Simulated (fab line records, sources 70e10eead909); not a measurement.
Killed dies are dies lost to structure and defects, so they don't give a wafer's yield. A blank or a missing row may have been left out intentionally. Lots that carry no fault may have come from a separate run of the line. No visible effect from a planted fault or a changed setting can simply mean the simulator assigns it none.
Comparing a struck lot with a sound one	flow nand harc	13 steps out of a route of 1302
Sound: the wafers L178.1, L178.5, L178.6. Wafers L185.1, L185.3, L185.6 were the ones struck. The cause is given at the end.
Per side, at each step with rows, come the tool, then ch with its chambers, and then its first start. Under that, the readings that differ: sound wafers	struck wafers	difference of the means	sigmas: that difference in standard deviations of wafers without a fault.
alike: readings whose means differ by less than 2 such deviations, and words and numbers that are the same on both sides. not compared: withheld readings, readings that some wafer has no value for, bounds like >300 that may hide the same value, and numbers for which the record gives no deviation and whose values overlap.
Wherever a step has rows on one side only, a row that says differs or no value, or a row with sigmas, the two part there. Numbers that have no deviation but don't overlap get no sigmas and don't part them. A reading that every wafer of one side lacks parts them only if that side has two wafers or more.

NHARC_THIN_TSV_THK_MEAS_02: measures by ir.
  sound: film metro-01 at day 27 05:08; struck: film metro-02 at day 30 04:13
  alike: thk nm
then, 3 steps without rows for these wafers: NHARC_THIN_TSV_SRD_03; NHARC_THIN_TSV_PRECLEAN_41 (cleans in SC1); NHARC_THIN_TSV_SRD_42.
NHARC_THIN_TSV_DEP_43: deposits SiO2, target thk 1328.5 nm.
  sound on pecvd-03 ch 0,1, day 27 05:22; struck on pecvd-04 ch 0,1,2, day 30 04:26
  alike: rf fwd power W, throttle valve pct
then, 7 steps without rows for these wafers: NHARC_THIN_TSV_DEHYDRATE_04 (time 120 s); NHARC_THIN_TSV_HMDS_05 (time 30 s); NHARC_THIN_TSV_COAT_06; NHARC_THIN_TSV_SOFTBAKE_07 (time 95 s); NHARC_THIN_TSV_EBR_08; NHARC_THIN_TSV_EXPOSE_09 (exposes mask TSV); NHARC_THIN_TSV_PEB_10 (peb time 85 s).
NHARC_THIN_TSV_DEVELOP_11: time 70 s.
  struck on litho track-03, day 30 05:00; sound on litho track-05 ch 0, day 27 06:00
  no value came back on the struck wafers for chill plate temp C (C), exhaust pa (Pa); on the sound wafers chill plate temp C (C) reads 23.04 23.04 23.06

== WHERE THEY PART ==
Within this record, at NHARC_THIN_TSV_DEVELOP_11 only.

WHY: whatever the simulator had introduced
Beginning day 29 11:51, the whole step at NHARC_THIN_TSV_DEVELOP_11 was skipped on litho track-03. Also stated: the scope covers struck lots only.
